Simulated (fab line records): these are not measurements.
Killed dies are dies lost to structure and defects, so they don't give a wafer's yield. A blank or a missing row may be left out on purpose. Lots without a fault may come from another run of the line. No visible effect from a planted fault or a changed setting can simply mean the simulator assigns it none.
2 desks, one fault | flow n5 finfet | every desk sees just its own numbers, and what lay behind them comes last

AT THE TOOL OWNER'S DESK: rie diel-04
The tool's own readings at N5_BEOL_M14_TRENCH_ETCH_34 (etches SiO2 in C4F8/O2/Ar, target depth 556.65 nm, time 126.9 s): means of the sampled wafers that have a number, for each lot that ran on this tool. If a lot's mean is further than 4 standard deviations from the usual mean, the lot is out of limits and carries the mark OUT (the distance appears in the brackets).
Columns: A = drypump motor current A at N5_BEOL_M14_TRENCH_ETCH_34, usual 5.7 A; B = oes_o_777_au at N5_BEOL_M14_TRENCH_ETCH_34, usual 0.78 a.u.; C = oes product au at N5_BEOL_M14_TRENCH_ETCH_34, usual 0.79 a.u.; D = rf vpp V at N5_BEOL_M14_TRENCH_ETCH_34, usual 2211 V; E = showerhead plenum p Torr at N5_BEOL_M14_TRENCH_ETCH_34, usual 3.40 Torr; F = throttle valve pct at N5_BEOL_M14_TRENCH_ETCH_34, usual 31.04 %
lot  | first seen here | A   | B    | C    | D    | E    | F
L630 | day 11 19:51    | 5.3 | 0.85 | 0.85 | 2180 | 3.44 | 30.83
L629 | day 12 00:20    | 5.5 | 0.85 | 0.84 | 2180 | 3.44 | 30.83
L634 | day 13 03:35    | 5.5 | 0.83 | 0.96 | 2179 | 3.44 | 31.01
L638 | day 13 13:51    | 5.6 | 0.84 | 0.93 | 2212 | 3.40 | 30.96
Finding of this desk: none of the 4 lots has anything out of limits.

FROM THE METROLOGY DESK
What the gauges read for every lot (on any tool): the sampled wafers with a number, averaged. If a lot's mean is further than 4 standard deviations from the usual mean, the lot is out of limits and carries the mark OUT (the distance appears in the brackets).
Columns: A = trench depth nm at N5_BEOL_M14_OCD_MEAS_35, usual 552 nm; B = M14_THK at N5_BEOL_M14_THK_MEAS_50, usual 572 nm; C = M14_RS at N5_BEOL_M14_RS_MEAS_54, usual 0.0335 ohm/sq
lot  | first seen here | A              | B              | C
L630 | day 11 20:01    | 560            | 580            | 0.0331
L629 | day 12 00:30    | 562            | 580            | 0.0328
L632 | day 12 03:53    | 518            | 532            | 0.0356
L631 | day 12 09:10    | 542            | 566            | 0.0342
L633 | day 12 12:08    | 550            | 569            | 0.0338
L634 | day 13 03:44    | 702 (+10) OUT  | 742 (+11) OUT  | 0.0273 (-6.4) OUT
L638 | day 13 14:01    | 654 (+6.8) OUT | 683 (+6.9) OUT | 0.0291 (-4.6) OUT
L643 | day 15 04:40    | 529            | 550            | 0.0350
L648 | day 16 10:05    | 559            | 577            | 0.0331
L649 | day 17 02:41    | 555            | 576            | 0.0332
This desk's finding: out of limits on L634, L638; first on L634, day 13 03:44 (trench depth nm at N5_BEOL_M14_OCD_MEAS_35). Within limits: L630, L629, L632, L631, L633, L643, L648, L649.

ALL TOGETHER
On L634, L638, the metrology desk was in a position to raise an alarm at day 13 03:44.
Nothing out of limits was seen by the tool owner's desk.
Tool owner's desk: L634, L638 on record, inside its limits.
The lots listed all ran N5_BEOL_M14_TRENCH_ETCH_34 on rie diel-04.

WHAT WAS PUT IN BY THE SIMULATOR
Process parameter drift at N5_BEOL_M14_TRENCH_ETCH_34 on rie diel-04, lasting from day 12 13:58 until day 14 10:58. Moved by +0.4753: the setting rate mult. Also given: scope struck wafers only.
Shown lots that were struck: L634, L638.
Delay in hours, fault start to first out-of-limits reading, per desk: metrology desk 14.
